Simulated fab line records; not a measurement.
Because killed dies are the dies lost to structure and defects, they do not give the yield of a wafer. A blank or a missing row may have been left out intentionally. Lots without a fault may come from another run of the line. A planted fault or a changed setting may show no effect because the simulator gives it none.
Problem report in the 8D (eight disciplines) form, filled by code    flow n5Finfet    the parts of the form that need people (team, actions taken, sign-off) are left out

== 1. PROBLEM STATEMENT ==
cathodeDcPowerW at N5_BEOL_M13_SPUTTER_44 reads a mean of 16568 W on 6 wafers of 2 lots; wafers without a fault read 15000 W with a standard deviation of 2.9. That is +99 or more standard deviations from the usual mean.
The step: material Ta, target thk 10 nm, time 16.13 s.
Earliest sighting: wafer L226.3 on pvdSputter-01 at day 14 20:13. At this step, 18 wafers from 6 lots have a number in the record. Rule for "out" (also "out of limits"): further than 4 standard deviations from the usual mean. The rest of the wafers with a number are treated as sound.

== 2. WHAT IT IS; WHAT IT IS NOT ==
question                     is                      is not
which readings at this step  cathodeDcPowerW         throttleValvePct
which lots                   L226, L228              L213, L214, L230, L235
which wafers of those lots   all that have a number  -
read on which tools          pvdSputter-01           pvdSputter-02, pvdSputter-03
when                         from day 14 20:13       up to then (6 sound wafers); but 6 sound wafers of L230, L235 came after

== 3. WHAT RULES OUT EACH SUSPECT ==
Counting: a tool stays on the suspect list if, at a process step up to the reading, it processed all lots that are out and no sound lot following the first of them.
- pvdSputter-01 at N5_BEOL_M13_DEGAS_41 (time 60 s): kept. It processed each lot that is out, first L226 at day 14 20:04, and no sound lot thereafter; up to then, the last sound lot it processed was L213 at day 11 02:56.
- pvdSputter-01 at N5_BEOL_M13_PRE_CLEAN_42 (time 30 s): kept. It processed each lot that is out, first L226 at day 14 20:06, and no sound lot thereafter; up to then, the last sound lot it processed was L213 at day 11 02:58.
- pvdSputter-01 at N5_BEOL_M13_SPUTTER_43 (material TaN, target thk 15 nm, time 24.19 s): kept. It processed each lot that is out, first L226 at day 14 20:08, and no sound lot thereafter; up to then, the last sound lot it processed was L213 at day 11 03:01.
- pvdSputter-01 at N5_BEOL_M13_SPUTTER_44 (material Ta, target thk 10 nm, time 16.13 s): kept. It processed each lot that is out, first L226 at day 14 20:13, and no sound lot thereafter; up to then, the last sound lot it processed was L213 at day 11 03:05. Its own readings are out on those wafers: cathodeDcPowerW.
Left after counting: pvdSputter-01 at N5_BEOL_M13_DEGAS_41, pvdSputter-01 at N5_BEOL_M13_PRE_CLEAN_42, pvdSputter-01 at N5_BEOL_M13_SPUTTER_43, pvdSputter-01 at N5_BEOL_M13_SPUTTER_44.

== 4. THE CAUSE (what the simulator had put in) ==
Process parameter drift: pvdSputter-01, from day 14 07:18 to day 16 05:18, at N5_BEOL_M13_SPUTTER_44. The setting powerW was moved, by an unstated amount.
Counting left 4 suspects, and this tool is among them.

== 5. SEQUENCE OF EFFECTS, ordered by route ==
One row per reading whose mean, taken over the struck wafers that have a number, lies over 3 standard deviations from the usual. Only readings whose record carries a usual standard deviation are examined. hours: median over the lots of the time between each lot's start at the first step of this table that gives one and its start at this step. sigmas: the change, counted in usual standard deviations.
hours  step                    reading          usual    on struck wafers  change  sigmas
0      N5_BEOL_M13_SPUTTER_44  cathodeDcPowerW  15000 W  16568             +1568   +99 or more
Here are the process steps it includes:
- N5_BEOL_M13_SPUTTER_44: material Ta, target thk 10 nm, time 16.13 s.

== 6. WHAT WOULD HAVE CAUGHT IT SOONER ==
In this record no reading fell out of limits until day 14 20:13, 13 hours after the fault had begun at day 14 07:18.
